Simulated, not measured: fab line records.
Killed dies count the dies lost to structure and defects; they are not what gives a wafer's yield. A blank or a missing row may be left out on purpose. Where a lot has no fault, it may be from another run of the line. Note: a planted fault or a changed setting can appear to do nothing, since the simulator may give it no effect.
The same fault as seen by 3 desks ; flow n5_finfet ; each desk has only its own numbers; what lay behind them comes last

== THE TOOL OWNER'S DESK: rie_diel-03 ==
The tool's own readings at N5_SD_EPI_P_ETCHBACK_46 (etches SiNx in CH3F/O2, stops on SiO2, target depth 17.5 nm): means of the sampled wafers that have a number, for each lot that ran on this tool. Any lot whose mean is over 4 standard deviations away from the usual mean is out of limits and marked OUT; that distance is given in the brackets.
Columns: A = drypump_motor_current_A at N5_SD_EPI_P_ETCHBACK_46, usual 5.9 A; B = oes_o_777_au at N5_SD_EPI_P_ETCHBACK_46, usual 0.81 a.u.; C = oes_product_au at N5_SD_EPI_P_ETCHBACK_46, usual 0.70 a.u.; D = rf_vpp_V at N5_SD_EPI_P_ETCHBACK_46, usual 298 V; E = showerhead_plenum_p_Torr at N5_SD_EPI_P_ETCHBACK_46, usual 2.02 Torr; F = throttle_valve_pct at N5_SD_EPI_P_ETCHBACK_46, usual 16.25 %
lot;first seen here;A;B;C;D;E;F
L199;day 3 14:49;6.1;0.82;0.71;302;2.01;16.21
L207;day 5 14:03;6.4;0.86;0.74;302;2.05;16.20
L214;day 7 06:36;6.0;0.84;0.71;292;2.07;16.23
L216;day 7 19:14;6.2;0.79;0.69;303;2.00;16.26
Result from this desk: across the 4 lots, nothing is out of limits.

== FROM THE METROLOGY DESK ==
Means of the sampled wafers that have a number, per lot and without regard to the tool the lot ran on: this is what the gauges read. Any lot whose mean is over 4 standard deviations away from the usual mean is out of limits and marked OUT; that distance is given in the brackets.
Columns: A = cd_nm at N5_SD_EPI_P_CD_MEAS_09, usual 240.5 nm; B = SD_P_BLK_OVL at N5_SD_EPI_P_OVL_MEAS_10, usual -0.1 nm
lot;first seen here;A;B
L199;day 3 14:19;240.4;0.1
L207;day 5 13:33;241.0;0.6
L214;day 7 06:06;240.6;-0.2
L216;day 7 18:43;240.3;-0.6
L217;day 7 23:03;239.0;0.3
L221;day 9 01:53;240.1;0.5
Result from this desk: across the 6 lots, nothing is out of limits.

== THE DEFECT DESK ==
What the inspections along the route counted, lot by lot: means of the sampled wafers that have a number. Any lot whose mean is over 4 standard deviations away from the usual mean is out of limits and marked OUT; that distance is given in the brackets.
Columns: A = raw_defect_count at N5_SD_EPI_P_INSPECT_11, usual 2
lot;first seen here;A
L199;day 3 14:22;3
L207;day 5 13:36;1
L214;day 7 06:09;1
L216;day 7 18:47;2
L217;day 7 23:07;3
L221;day 9 01:56;2
Result from this desk: across the 6 lots, nothing is out of limits.

== PUT TOGETHER ==
The desk of the tool owner found nothing out of limits.
Metrology desk: nothing out of limits seen.
Nothing out of limits was seen by the defect desk.

== WHAT THE SIMULATOR HAD PUT IN ==
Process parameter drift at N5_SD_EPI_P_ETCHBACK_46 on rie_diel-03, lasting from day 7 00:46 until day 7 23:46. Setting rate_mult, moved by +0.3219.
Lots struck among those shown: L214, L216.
